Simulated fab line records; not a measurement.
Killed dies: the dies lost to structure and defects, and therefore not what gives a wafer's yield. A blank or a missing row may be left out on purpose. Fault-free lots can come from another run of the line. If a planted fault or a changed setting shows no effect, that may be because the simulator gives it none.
Which tool did it? || flow n5Finfet || 24 lots, 72 wafers sampled, at 3 steps of a route of 1938

## WHAT THE GAUGES READ, wafer by wafer
N5_BEOL_M7_THK_MEAS_01.
{"lot": "L074", "measured": "day 9 03:47", "on": "filmMetro-01", "M7_ILD_THK (nm)": "154.8 157.4 157.8"}
{"lot": "L076", "measured": "day 9 14:18", "on": "filmMetro-02", "M7_ILD_THK (nm)": "153.5 155.3 156.0"}
{"lot": "L075", "measured": "day 10 10:45", "on": "filmMetro-02", "M7_ILD_THK (nm)": "155.9 155.7 155.9"}
{"lot": "L078", "measured": "day 10 12:43", "on": "filmMetro-01", "M7_ILD_THK (nm)": "153.5 155.8 155.7"}
{"lot": "L077", "measured": "day 10 20:44", "on": "filmMetro-02", "M7_ILD_THK (nm)": "154.2 156.5 154.9"}
{"lot": "L083", "measured": "day 11 12:54", "on": "filmMetro-01", "M7_ILD_THK (nm)": "154.1 154.0 156.6"}
{"lot": "L079", "measured": "day 11 14:19", "on": "filmMetro-01", "M7_ILD_THK (nm)": "153.8 155.1 152.0"}
{"lot": "L081", "measured": "day 11 17:20", "on": "filmMetro-01", "M7_ILD_THK (nm)": "153.6 155.0 156.6"}
{"lot": "L080", "measured": "day 11 20:52", "on": "filmMetro-01", "M7_ILD_THK (nm)": "154.1 155.2 157.7"}
{"lot": "L082", "measured": "day 12 09:17", "on": "filmMetro-02", "M7_ILD_THK (nm)": "155.0 155.3 158.1"}
{"lot": "L084", "measured": "day 12 09:40", "on": "filmMetro-02", "M7_ILD_THK (nm)": "154.0 157.6 157.3"}
{"lot": "L087", "measured": "day 12 10:07", "on": "filmMetro-01", "M7_ILD_THK (nm)": "154.1 157.4 157.0"}
{"lot": "L085", "measured": "day 12 22:37", "on": "filmMetro-02", "M7_ILD_THK (nm)": "153.2 157.0 156.4"}
{"lot": "L086", "measured": "day 13 05:19", "on": "filmMetro-02", "M7_ILD_THK (nm)": "153.4 152.6 156.4"}
{"lot": "L090", "measured": "day 13 08:59", "on": "filmMetro-01", "M7_ILD_THK (nm)": "154.6 157.7 155.0"}
{"lot": "L088", "measured": "day 13 10:55", "on": "filmMetro-01", "M7_ILD_THK (nm)": "153.4 155.2 152.9"}
{"lot": "L089", "measured": "day 13 18:19", "on": "filmMetro-01", "M7_ILD_THK (nm)": "154.6 157.1 155.0"}
{"lot": "L091", "measured": "day 14 08:58", "on": "filmMetro-01", "M7_ILD_THK (nm)": "155.8 155.7 157.8"}
{"lot": "L092", "measured": "day 14 12:39", "on": "filmMetro-02", "M7_ILD_THK (nm)": "154.8 155.3 156.7"}
{"lot": "L093", "measured": "day 14 14:16", "on": "filmMetro-02", "M7_ILD_THK (nm)": "153.8 156.3 155.9"}
{"lot": "L096", "measured": "day 14 16:49", "on": "filmMetro-02", "M7_ILD_THK (nm)": "153.9 152.8 157.6"}
{"lot": "L094", "measured": "day 14 19:13", "on": "filmMetro-01", "M7_ILD_THK (nm)": "153.9 156.0 156.5"}
{"lot": "L095", "measured": "day 14 23:56", "on": "filmMetro-02", "M7_ILD_THK (nm)": "154.9 157.8 157.6"}
{"lot": "L097", "measured": "day 15 16:36", "on": "filmMetro-01", "M7_ILD_THK (nm)": "154.2 156.9 156.1"}

N5_BEOL_M7_INSPECT_30: inspects for defects (brightfield).
{"lot": "L074", "measured": "day 9 06:42", "on": "defectInspect-01", "rawDefectCount": "392 371 468"}
{"lot": "L076", "measured": "day 9 18:44", "on": "defectInspect-01", "rawDefectCount": "536 502 447"}
{"lot": "L075", "measured": "day 10 13:53", "on": "defectInspect-02", "rawDefectCount": "302 458 374"}
{"lot": "L078", "measured": "day 10 16:48", "on": "defectInspect-01", "rawDefectCount": "720 616 452"}
{"lot": "L077", "measured": "day 11 03:16", "on": "defectInspect-01", "rawDefectCount": "419 343 389"}
{"lot": "L083", "measured": "day 11 15:51", "on": "defectInspect-02", "rawDefectCount": "444 365 666"}
{"lot": "L079", "measured": "day 11 18:51", "on": "defectInspect-01", "rawDefectCount": "326 445 337"}
{"lot": "L081", "measured": "day 12 00:16", "on": "defectInspect-01", "rawDefectCount": "287 363 330"}
{"lot": "L080", "measured": "day 12 05:26", "on": "defectInspect-01", "rawDefectCount": "359 430 375"}
{"lot": "L082", "measured": "day 12 14:52", "on": "defectInspect-02", "rawDefectCount": "358 395 481"}
{"lot": "L084", "measured": "day 12 14:47", "on": "defectInspect-02", "rawDefectCount": "466 571 439"}
{"lot": "L087", "measured": "day 12 14:57", "on": "defectInspect-02", "rawDefectCount": "780 459 604"}
{"lot": "L085", "measured": "day 13 02:01", "on": "defectInspect-01", "rawDefectCount": "494 692 444"}
{"lot": "L086", "measured": "day 13 08:17", "on": "defectInspect-02", "rawDefectCount": "324 344 319"}
{"lot": "L090", "measured": "day 13 14:05", "on": "defectInspect-02", "rawDefectCount": "500 491 688"}
{"lot": "L088", "measured": "day 13 14:14", "on": "defectInspect-01", "rawDefectCount": "532 569 569"}
{"lot": "L089", "measured": "day 13 22:11", "on": "defectInspect-01", "rawDefectCount": "250 263 353"}
{"lot": "L091", "measured": "day 14 12:29", "on": "defectInspect-02", "rawDefectCount": "692 561 392"}
{"lot": "L092", "measured": "day 14 14:58", "on": "defectInspect-01", "rawDefectCount": "390 402 331"}
{"lot": "L093", "measured": "day 14 18:37", "on": "defectInspect-02", "rawDefectCount": "454 516 492"}
{"lot": "L096", "measured": "day 14 21:44", "on": "defectInspect-01", "rawDefectCount": "353 504 393"}
{"lot": "L094", "measured": "day 14 21:53", "on": "defectInspect-01", "rawDefectCount": "458 482 237"}
{"lot": "L095", "measured": "day 15 01:53", "on": "defectInspect-02", "rawDefectCount": "416 541 506"}
{"lot": "L097", "measured": "day 15 21:53", "on": "defectInspect-02", "rawDefectCount": "522 746 602"}

## WHICH TOOL RAN EACH LOT (tool, then ch and the chambers of the sampled wafers, then the start)
{"lot": "L074", "N5_BEOL_M7_PECVD_70": "pecvd-04 ch 0,2, day 9 03:49"}
{"lot": "L076", "N5_BEOL_M7_PECVD_70": "pecvd-04 ch 0,1, day 9 14:20"}
{"lot": "L075", "N5_BEOL_M7_PECVD_70": "pecvd-02 ch 0,1,2, day 10 10:47"}
{"lot": "L078", "N5_BEOL_M7_PECVD_70": "pecvd-01 ch 1,2, day 10 12:44"}
{"lot": "L077", "N5_BEOL_M7_PECVD_70": "pecvd-02 ch 0,1,2, day 10 20:47"}
{"lot": "L083", "N5_BEOL_M7_PECVD_70": "pecvd-01 ch 0,2, day 11 12:58"}
{"lot": "L079", "N5_BEOL_M7_PECVD_70": "pecvd-02 ch 0,1,2, day 11 14:22"}
{"lot": "L081", "N5_BEOL_M7_PECVD_70": "pecvd-01 ch 0,1, day 11 17:23"}
{"lot": "L080", "N5_BEOL_M7_PECVD_70": "pecvd-02 ch 0,1,2, day 11 20:54"}
{"lot": "L082", "N5_BEOL_M7_PECVD_70": "pecvd-04 ch 0,2, day 12 09:19"}
{"lot": "L084", "N5_BEOL_M7_PECVD_70": "pecvd-02 ch 0,1, day 12 09:43"}
{"lot": "L087", "N5_BEOL_M7_PECVD_70": "pecvd-01 ch 0,2, day 12 10:08"}
{"lot": "L085", "N5_BEOL_M7_PECVD_70": "pecvd-02 ch 0,1, day 12 22:39"}
{"lot": "L086", "N5_BEOL_M7_PECVD_70": "pecvd-02 ch 0,2, day 13 05:21"}
{"lot": "L090", "N5_BEOL_M7_PECVD_70": "pecvd-01 ch 0,1,2, day 13 09:01"}
{"lot": "L088", "N5_BEOL_M7_PECVD_70": "pecvd-04 ch 0,1,2, day 13 10:58"}
{"lot": "L089", "N5_BEOL_M7_PECVD_70": "pecvd-02 ch 0,2, day 13 18:22"}
{"lot": "L091", "N5_BEOL_M7_PECVD_70": "pecvd-02 ch 1,2, day 14 09:01"}
{"lot": "L092", "N5_BEOL_M7_PECVD_70": "pecvd-01 ch 0,1,2, day 14 12:41"}
{"lot": "L093", "N5_BEOL_M7_PECVD_70": "pecvd-04 ch 1,2, day 14 14:17"}
{"lot": "L096", "N5_BEOL_M7_PECVD_70": "pecvd-04 ch 0,2, day 14 16:52"}
{"lot": "L094", "N5_BEOL_M7_PECVD_70": "pecvd-01 ch 0,1, day 14 19:15"}
{"lot": "L095", "N5_BEOL_M7_PECVD_70": "pecvd-01 ch 0,1, day 14 23:59"}
{"lot": "L097", "N5_BEOL_M7_PECVD_70": "pecvd-01 ch 0,1, day 15 16:38"}
- N5_BEOL_M7_PECVD_70: deposits SiO2 from TEOS/O2, target thk 20 nm, time 22.7 s.

## AS READ BY THE TOOLS THEMSELVES (means over the sampled wafers that have a number; for cases with no such wafer, the mark the record gives instead)
N5_BEOL_M7_PECVD_70.
{"lot": "L074", "tool": "pecvd-04", "heaterPowerW (W)": 512, "showerheadPlenumPTorr (Torr)": 8.69, "throttleValvePct (%)": 25.4}
{"lot": "L076", "tool": "pecvd-04", "heaterPowerW (W)": 596, "showerheadPlenumPTorr (Torr)": 8.72, "throttleValvePct (%)": 22.6}
{"lot": "L075", "tool": "pecvd-02", "heaterPowerW (W)": 658, "showerheadPlenumPTorr (Torr)": 8.82, "throttleValvePct (%)": 23.3}
{"lot": "L078", "tool": "pecvd-01", "heaterPowerW (W)": 732, "showerheadPlenumPTorr (Torr)": 8.77, "throttleValvePct (%)": 22.4}
{"lot": "L077", "tool": "pecvd-02", "heaterPowerW (W)": 723, "showerheadPlenumPTorr (Torr)": 8.80, "throttleValvePct (%)": 23.2}
{"lot": "L083", "tool": "pecvd-01", "heaterPowerW (W)": 813, "showerheadPlenumPTorr (Torr)": 8.86, "throttleValvePct (%)": 22.1}
{"lot": "L079", "tool": "pecvd-02", "heaterPowerW (W)": 702, "showerheadPlenumPTorr (Torr)": 8.82, "throttleValvePct (%)": 23.1}
{"lot": "L081", "tool": "pecvd-01", "heaterPowerW (W)": 811, "showerheadPlenumPTorr (Torr)": 8.84, "throttleValvePct (%)": 23.0}
{"lot": "L080", "tool": "pecvd-02", "heaterPowerW (W)": 747, "showerheadPlenumPTorr (Torr)": 8.82, "throttleValvePct (%)": 23.1}
{"lot": "L082", "tool": "pecvd-04", "heaterPowerW (W)": 569, "showerheadPlenumPTorr (Torr)": 8.62, "throttleValvePct (%)": 22.1}
{"lot": "L084", "tool": "pecvd-02", "heaterPowerW (W)": 643, "showerheadPlenumPTorr (Torr)": 8.82, "throttleValvePct (%)": 23.4}
{"lot": "L087", "tool": "pecvd-01", "heaterPowerW (W)": 767, "showerheadPlenumPTorr (Torr)": 8.81, "throttleValvePct (%)": 21.4}
{"lot": "L085", "tool": "pecvd-02", "heaterPowerW (W)": 738, "showerheadPlenumPTorr (Torr)": 8.79, "throttleValvePct (%)": 23.4}
{"lot": "L086", "tool": "pecvd-02", "heaterPowerW (W)": 703, "showerheadPlenumPTorr (Torr)": 8.78, "throttleValvePct (%)": 22.9}
{"lot": "L090", "tool": "pecvd-01", "heaterPowerW (W)": 728, "showerheadPlenumPTorr (Torr)": 8.82, "throttleValvePct (%)": 22.4}
{"lot": "L088", "tool": "pecvd-04", "heaterPowerW (W)": 593, "showerheadPlenumPTorr (Torr)": 8.71, "throttleValvePct (%)": 22.0}
{"lot": "L089", "tool": "pecvd-02", "heaterPowerW (W)": 752, "showerheadPlenumPTorr (Torr)": 8.77, "throttleValvePct (%)": 22.9}
{"lot": "L091", "tool": "pecvd-02", "heaterPowerW (W)": 710, "showerheadPlenumPTorr (Torr)": 8.83, "throttleValvePct (%)": 23.3}
{"lot": "L092", "tool": "pecvd-01", "heaterPowerW (W)": 790, "showerheadPlenumPTorr (Torr)": 8.82, "throttleValvePct (%)": 22.3}
{"lot": "L093", "tool": "pecvd-04", "heaterPowerW (W)": 509, "showerheadPlenumPTorr (Torr)": 8.77, "throttleValvePct (%)": 20.8}
{"lot": "L096", "tool": "pecvd-04", "heaterPowerW (W)": 579, "showerheadPlenumPTorr (Torr)": 8.69, "throttleValvePct (%)": 21.3}
{"lot": "L094", "tool": "pecvd-01", "heaterPowerW (W)": 779, "showerheadPlenumPTorr (Torr)": 8.80, "throttleValvePct (%)": 23.3}
{"lot": "L095", "tool": "pecvd-01", "heaterPowerW (W)": 780, "showerheadPlenumPTorr (Torr)": 8.84, "throttleValvePct (%)": 23.2}
{"lot": "L097", "tool": "pecvd-01", "heaterPowerW (W)": 777, "showerheadPlenumPTorr (Torr)": 8.81, "throttleValvePct (%)": 23.3}

## THE ANSWER, worked out from the rows above alone
Rule: usual is defined by the lots themselves. The widest of any qualifying gaps counts: lots, ordered by their means at a reading, are off when they make up no more than a third of the lots, leave a main group of 4 or more, and stand apart from it by 3 or more times the standard deviation of that group's means. The tables above print the reading to a certain number of digits; a main group whose means all agree to those digits is not used. Also off: a lot with no number at a reading for which 4 or more lots have one. Any other lot the step has rows for is counted as sound. Order of review: gauges by route order, followed by the tools' own readings, for which a lot's mean as printed above is used. The first step at which some lot is off is used, and at that step the reading that is off furthest; a lot without a number counts as furthest.
Across all readings shown, no lot is off: no conclusion can be drawn from this.

## WHAT THE SIMULATOR HAD INSERTED
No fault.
